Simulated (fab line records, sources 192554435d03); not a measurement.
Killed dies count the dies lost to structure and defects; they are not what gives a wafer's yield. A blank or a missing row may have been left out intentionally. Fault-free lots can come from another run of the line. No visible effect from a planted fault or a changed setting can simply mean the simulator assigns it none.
Lot-split experiment	flow n5 finfet	7 lots, 18 wafers read, on a route of 1938 steps

SPLIT DETAILS
At N5_BEOL_M3_SPUTTER_81 (material Cu, target thk 4.5 nm, time 8.29 s), the setting time s was moved away from the recipe's 8.29 s on 4 of the 18 wafers read, by -5.7% to +13.4%. The other wafers ran this setting at the recipe's value.

The split's own step is where the reading is taken.

THE READING
Cu_of_BEOL_M3_SPUTTER_81.thk nm (the simulator's own value, which no gauge read), in nm, at N5_BEOL_M3_SPUTTER_81 (material Cu, target thk 4.5 nm, time 8.29 s). There is no usual value for it anywhere in the file. Average 4.5 nm, standard deviation 0.12 nm, over the 14 wafers here run with the recipe.

wafer	tool, chamber at the split	time s as run, s	against the recipe	Cu_of_BEOL_M3_SPUTTER_81.thk nm, nm	against lot-mates on the recipe
L079.1	pvd sputter-01, -	8.29	recipe	4.2	-
L079.4	pvd sputter-01, -	8.29	recipe	4.4	-
L084.2	pvd sputter-02, -	8.29	recipe	4.6	-
L084.4	pvd sputter-02, -	8.29	recipe	4.6	-
L084.3	pvd sputter-02, -	8.857	+6.8%	4.8	+0.2
L086.3	pvd sputter-03, -	9.398	+13.4%	5	+0.6
L086.4	pvd sputter-03, -	8.29	recipe	4.4	-
L088.4	pvd sputter-01, -	7.821	-5.7%	4.4	-0.2
L088.6	pvd sputter-01, -	8.29	recipe	4.6	-
L095.1	pvd sputter-02, -	8.29	recipe	4.4	-
L095.3	pvd sputter-02, -	9.204	+11.0%	5	+0.5
L095.6	pvd sputter-02, -	8.29	recipe	4.6	-
L096.3	pvd sputter-01, -	8.29	recipe	4.4	-
L096.5	pvd sputter-01, -	8.29	recipe	4.4	-
L096.6	pvd sputter-01, -	8.29	recipe	4.4	-
L097.2	pvd sputter-02, -	8.29	recipe	4.6	-
L097.5	pvd sputter-02, -	8.29	recipe	4.6	-
L097.6	pvd sputter-02, -	8.29	recipe	4.6	-

FIT RESULTS
A straight line over all 18 wafers: Cu_of_BEOL_M3_SPUTTER_81.thk nm changes by +0.0391 nm for each +1% of time s; r = +0.83; the points scatter about the line by 0.12 nm.
The same after taking each lot's own level away (the mean of its wafers on the recipe; 18 wafers): +0.0422 nm for each +1%; r = +0.96; scatter 0.057 nm.
The reading moves by 0.56 nm for the largest change in time s, on that fit.
Measured against the standard deviation above, the lots' own levels, which go from 4.30 to 4.60 nm, span 2.4 times it.
The two slopes agree, so the slope changes little with the lot-to-lot level.
Check: with one of the wafers moved furthest among these (+13.4%) left out of the fit, the line predicts +0.535 nm for it against its lot-mates. Against them it came out at +0.6 nm.

FURTHER SPLITS ON THESE WAFERS
Note: prior to the reading, these wafers also went through further splits. Each is held against what the fit with the lots' levels taken away leaves over:
other split on the same wafers	wafers away from the commonest value	r with Cu_of_BEOL_M3_SPUTTER_81.thk nm (lot level and that fit taken away)
N5_BEOL_M2_EXPOSE_08 dose mj	6	-0.40
N5_BEOL_M2_COAT_67 spin rpm	6	-0.36
N5_BEOL_M2_COAT_22 spin rpm	3	+0.05

THE FILE'S OWN FIT
Cu_of_BEOL_M3_SPUTTER_81.thk nm changes by +0.0421 nm for each +1% of time s, r = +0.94.
